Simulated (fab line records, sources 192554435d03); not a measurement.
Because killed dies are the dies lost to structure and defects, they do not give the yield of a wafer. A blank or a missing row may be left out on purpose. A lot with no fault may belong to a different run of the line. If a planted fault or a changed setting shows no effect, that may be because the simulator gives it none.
Lot-split experiment + flow n5-finfet + 21 wafers read from 7 lots, route of 1938 steps

== ON THE SPLIT ==
At N5_MIM_BOT_ETCH_ETCH_04 (etches SiNx in CF4/O2, target depth 26 nm, time 13 s), the setting time-s was moved away from the recipe's 13 s on 9 of the 21 wafers read, by -19.4% to +19.0%. This setting was run at the recipe's value on the other wafers.

Reading taken at the split's own step.

== THE READING ==
etch.depth-nm (the simulator's own value, which no gauge read), in nm, at N5_MIM_BOT_ETCH_ETCH_04 (etches SiNx in CF4/O2, target depth 26 nm, time 13 s). There is no usual value for it anywhere in the file. Here, 12 wafers ran the recipe; their average is 25.89 nm with a standard deviation of 0.37 nm.

| wafer  | tool, chamber at the split | time-s as run, s | against the recipe | etch.depth-nm, nm | against lot-mates on the recipe |
|--------|----------------------------|------------------|--------------------|-------------------|---------------------------------|
| L084.3 | rie-diel-03, 1             | 13               | recipe             | 26.04             | -                               |
| L084.4 | rie-diel-03, 3             | 15.11            | +16.2%             | 28.93             | +2.89                           |
| L084.5 | rie-diel-03, 3             | 15.11            | +16.2%             | 28.96             | +2.92                           |
| L090.1 | rie-diel-01, 3             | 10.48            | -19.4%             | 20.94             | -4.98                           |
| L090.2 | rie-diel-01, 0             | 13               | recipe             | 26.08             | -                               |
| L090.5 | rie-diel-01, 1             | 13               | recipe             | 25.76             | -                               |
| L087.1 | rie-diel-01, 0             | 10.74            | -17.4%             | 21.55             | -3.66                           |
| L087.5 | rie-diel-01, 2             | 13               | recipe             | 25.21             | -                               |
| L087.6 | rie-diel-01, 3             | 10.74            | -17.4%             | 21.27             | -3.94                           |
| L088.1 | rie-diel-01, 1             | 13               | recipe             | 25.71             | -                               |
| L088.4 | rie-diel-01, 2             | 10.65            | -18.1%             | 20.41             | -5.30                           |
| L088.5 | rie-diel-01, 3             | 10.65            | -18.1%             | 20.84             | -4.87                           |
| L096.3 | rie-diel-01, 3             | 13               | recipe             | 25.41             | -                               |
| L096.5 | rie-diel-01, 0             | 13               | recipe             | 25.96             | -                               |
| L096.6 | rie-diel-01, 3             | 13               | recipe             | 25.71             | -                               |
| L093.2 | rie-diel-03, 1             | 13               | recipe             | 25.96             | -                               |
| L093.4 | rie-diel-03, 2             | 15.47            | +19.0%             | 30.9              | +5.02                           |
| L093.5 | rie-diel-03, 1             | 13               | recipe             | 25.8              | -                               |
| L095.1 | rie-diel-04, 0             | 14.53            | +11.8%             | 29.22             | +2.71                           |
| L095.2 | rie-diel-04, 1             | 13               | recipe             | 26.51             | -                               |
| L095.5 | rie-diel-04, 1             | 13               | recipe             | 26.51             | -                               |

THE FIT
A straight line over all 21 wafers: etch.depth-nm changes by +0.252 nm for each +1% of time-s; r = +0.99; the points scatter about the line by 0.49 nm.
The same after taking each lot's own level away (the mean of its wafers on the recipe; 21 wafers): +0.237 nm for each +1%; r = +0.99; scatter 0.44 nm.
The reading moves by 4.6 nm for the largest change in time-s, on that fit.
Measured against the standard deviation above, the lots' own levels, which go from 25.210 to 26.510 nm, span 3.5 times it.
Hence the lot-to-lot level has little effect on the slope; both slopes agree.
Check: for one of the wafers moved furthest among these (-19.4%), held out of the fit, the line's prediction against its lot-mates is -4.67 nm. It came out at -4.98 nm against them.

== OTHER SPLITS ON THESE WAFERS ==
Other splits were also applied to these wafers ahead of the reading. Each is held against what the fit with the lots' levels taken away leaves over:
| other split on the same wafers | wafers away from the commonest value | r with etch.depth-nm (lot level and that fit taken away) |
|--------------------------------|--------------------------------------|----------------------------------------------------------|
| N5_BEOL_M14_COAT_58 spin-rpm   | 4                                    | -0.19                                                    |

== THE FILE'S OWN FIT ==
etch.depth-nm changes by +0.243 nm for each +1% of time-s, r = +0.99.
